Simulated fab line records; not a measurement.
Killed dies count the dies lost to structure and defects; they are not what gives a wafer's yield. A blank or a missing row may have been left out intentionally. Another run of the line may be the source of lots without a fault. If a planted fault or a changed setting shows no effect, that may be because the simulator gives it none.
A lot that was struck, set against a sound lot | flow n5 finfet | 16 steps out of a route of 1938
Sound: wafers L585.1, L585.4, L585.5. The struck wafers were L596.4, L596.5, L596.6. The cause is named last.
Each step with rows lists, per side, the tool, then ch with its chambers, then its first start. Under that, the readings that differ: sound wafers | struck wafers | difference of the means | sigmas: that difference in standard deviations of wafers without a fault.
alike: a reading whose means differ by less than 2 such deviations, as well as words and numbers matching on both sides. not compared: withheld readings; readings where some wafer has no value; bounds like >300 that might hide an equal value; numbers whose values overlap and for which the record gives no deviation.
The two part at a step that has a row with sigmas, a row that says differs or no value, or rows on one side only. Numbers that don't overlap but have no deviation are shown without sigmas and don't part them. A reading that every wafer of one side lacks parts them only if that side has two wafers or more.

first, 3 steps without rows for these wafers: N5_BEOL_M0_SAQP_EXPOSE_37 (exposes mask M0 CUT1, target cd 30 nm); N5_BEOL_M0_SAQP_PEB_38 (peb time 60 s); N5_BEOL_M0_SAQP_DEVELOP_39 (develop time 30 s).
N5_BEOL_M0_SAQP_CD_MEAS_40: target cd 30 nm.
  sound on cd sem-01 ch 0, day 6 15:14; struck on cd sem-03 ch 0, day 9 09:42
  alike: cd nm
N5_BEOL_M0_SAQP_OVL_MEAS_41:
  sound on overlay-01 ch 0, day 6 15:16; struck on overlay-02 ch 0, day 9 09:44
  alike: M0_CUT1_OVL
N5_BEOL_M0_SAQP_INSPECT_42: inspects for defects (brightfield).
  struck on defect inspect-01, day 9 09:47; sound on defect inspect-02, day 6 15:19
  alike: raw defect count
N5_BEOL_M0_SAQP_DESCUM_45: chemistry O2, time 7 s.
  sound on rie diel-06 ch 1,3, day 6 15:21; struck on rie diel-03 ch 1,2,3, day 9 09:59
  alike: drypump motor current A, oes product au, rf vpp V, showerhead plenum p Torr, throttle valve pct
  not compared: rf hours counter h
N5_BEOL_M0_SAQP_ETCH_88: etches underlayer in N2/H2, target depth 6.5 nm, time 5.2 s.
  sound on rie diel-06 ch 1,3, day 6 15:23; struck on rie diel-03 ch 1,2,3, day 9 10:01
  alike: drypump motor current A, etch rf on time s, oes product au, rf vpp V, showerhead plenum p Torr, throttle valve pct
  not compared: rf hours counter h
N5_BEOL_M0_SAQP_ETCH_73: etches SiARC in CF4, target depth 19.5 nm, time 32.5 s.
  sound on rie diel-06 ch 1,3, day 6 15:24; struck on rie diel-03 ch 1,2,3, day 9 10:02
  alike: drypump motor current A, etch rf on time s, oes product au, rf vpp V, showerhead plenum p Torr, throttle valve pct
  not compared: rf hours counter h
N5_BEOL_M0_SAQP_CUT_ETCH_46: etches SOC in N2/H2, target depth 135 nm, overetch 27 nm, time 202.5 s.
  sound on rie diel-06 ch 1,3, day 6 15:26; struck on rie diel-03 ch 1,2,3, day 9 10:08
  alike: drypump motor current A, rf vpp V, showerhead plenum p Torr, throttle valve pct
  not compared: rf hours counter h
then, 2 steps without rows for these wafers: N5_BEOL_M0_SAQP_STRIP_74 (strips in N2/H2); N5_BEOL_M0_SAQP_STRIP_89 (strips in N2/H2).
N5_BEOL_M0_SAQP_ALD_48: deposits SiO2, target thk 20 nm, pulse time 1 s, co reactant pulse time 1 s.
  sound on ald sin-02 ch 0,1,2, day 6 15:38; struck on ald sin-03 ch 1,2,3, day 9 10:16
  no value came back on the struck wafers for any of 5 readings (ald cycles, chamber pressure Torr (Torr) and others); on the sound wafers ald cycles reads 139 139 139
N5_BEOL_M0_SAQP_ETCH_49: etches SiO2 in CF4/O2, target depth 37 nm.
  sound on rie diel-03 ch 1,2,3, day 6 16:10; struck on rie diel-06 ch 0,1,2, day 9 10:47
  alike: drypump motor current A, oes product au, rf vpp V, showerhead plenum p Torr, throttle valve pct
  not compared: rf hours counter h
N5_BEOL_M4_RC_MEAS_101:
  the record has rows for the sound wafers here (prober-01 ch 0, day 8 15:57) and none for the struck ones
-- a jump in the record: the struck wafers' starts before and after are 6 days apart (it breaks off in module BEOL_M4 and resumes in module PASSIVATION, where the first step shown is number 1936 of the route) --
N5_PASSIVATION_PROBE_49:
  the record has rows for the struck wafers here (prober-01, day 15 08:04) and none for the sound ones

== WHERE THEY PART ==
At N5_BEOL_M0_SAQP_ALD_48 first; at N5_PASSIVATION_PROBE_49 last (within this record only).

WHY: the cause the simulator had injected
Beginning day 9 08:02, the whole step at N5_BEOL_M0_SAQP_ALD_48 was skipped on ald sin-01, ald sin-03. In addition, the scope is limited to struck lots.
